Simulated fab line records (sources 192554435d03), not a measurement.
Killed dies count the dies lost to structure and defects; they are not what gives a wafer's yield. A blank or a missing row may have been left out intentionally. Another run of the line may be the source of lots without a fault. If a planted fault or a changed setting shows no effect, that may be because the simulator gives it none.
Lot-split experiment ; flow n5 finfet ; 21 wafers read from 7 lots, route of 1938 steps

## THE SPLIT ITSELF
At N5_BEOL_M14_ETCH_68 (etches SOC in N2/H2, time 450 s), the setting time s was moved away from the recipe's 450 s on 11 of the 21 wafers read, by -21.8% to +20.4%. All remaining wafers had this setting at the recipe value.

The reading comes from the split's own step.

## THE READING
SiARC_of_BEOL_M14_COAT_66.thk nm (the simulator's own value, which no gauge read), in nm, at N5_BEOL_M14_ETCH_68 (etches SOC in N2/H2, time 450 s). The file gives no usual value for it. Average 65.8 nm, standard deviation 0.72 nm, over the 10 wafers here run with the recipe.

wafer;tool, chamber at the split;time s as run, s;against the recipe;SiARC_of_BEOL_M14_COAT_66.thk nm, nm;against lot-mates on the recipe
L083.1;rie diel-01, 0;388.4;-13.7%;72.4;+7.0
L083.2;rie diel-01, 2;388.4;-13.7%;70.8;+5.4
L083.5;rie diel-01, 3;450;recipe;65.4;-
L082.2;rie diel-04, 2,3;511.5;+13.7%;59.4;-6.0
L082.4;rie diel-04, 2,3;511.5;+13.7%;59.4;-6.0
L082.3;rie diel-04, 1;450;recipe;65.4;-
L085.1;rie diel-04, 2;408.7;-9.2%;69.6;+5.0
L085.2;rie diel-04, 0;450;recipe;64.8;-
L085.4;rie diel-04, 1;450;recipe;64.4;-
L089.3;rie diel-04, 2;541.6;+20.4%;57.4;-8.6
L089.4;rie diel-04, 3;541.6;+20.4%;57;-9.0
L089.5;rie diel-04, 3;450;recipe;66;-
L092.3;rie diel-01, 3;397.3;-11.7%;70;+4.0
L092.4;rie diel-01, 0;397.3;-11.7%;71;+5.0
L092.6;rie diel-01, 0;450;recipe;66;-
L094.3;rie diel-01, 2;351.9;-21.8%;74.8;+8.2
L094.4;rie diel-01, 0;351.9;-21.8%;75.8;+9.2
L094.5;rie diel-01, 0;450;recipe;66.6;-
L093.1;rie diel-03, 0;450;recipe;66;-
L093.2;rie diel-03, 1;450;recipe;66.2;-
L093.4;rie diel-03, 2;450;recipe;66.8;-
Rows listing several chambers each stand for several wafers; the file does not say which wafer went through which chamber.

THE FIT
A straight line over all 21 wafers: SiARC_of_BEOL_M14_COAT_66.thk nm changes by -0.432 nm for each +1% of time s; r = -0.99; the points scatter about the line by 0.66 nm.
The same after taking each lot's own level away (the mean of its wafers on the recipe; 21 wafers): -0.424 nm for each +1%; r = -0.99; scatter 0.54 nm.
The reading moves by 9.2 nm for the largest change in time s, on that fit.
From 64.60 to 66.60 nm: that is the span of the lots' own levels, equal to 2.8 times the standard deviation above.
Hence the lot-to-lot level has little effect on the slope; both slopes agree.
Check: for one of the wafers moved furthest among these (-21.8%), held out of the fit, the line's prediction against its lot-mates is +9.44 nm. It came out at +8.2 nm against them.

## OTHER SPLITS ON THESE WAFERS
Before the reading, these wafers also passed through other splits. Each is held against what the fit with the lots' levels taken away leaves over:
other split on the same wafers;wafers away from the commonest value;r with SiARC_of_BEOL_M14_COAT_66.thk nm (lot level and that fit taken away)
N5_BEOL_M8_TRENCH_ETCH_37 time s;8;+0.35
N5_BEOL_M9_ETCH_62 time s;5;-0.60
N5_BEOL_M9_COAT_22 spin rpm;8;+0.28
N5_BEOL_M11_COAT_22 spin rpm;9;+0.29
N5_BEOL_M11_ETCH_66 time s;8;-0.13
N5_BEOL_M13_SPUTTER_43 time s;3;-0.24

## THE FILE'S OWN FIT
SiARC_of_BEOL_M14_COAT_66.thk nm changes by -0.427 nm for each +1% of time s, r = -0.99.
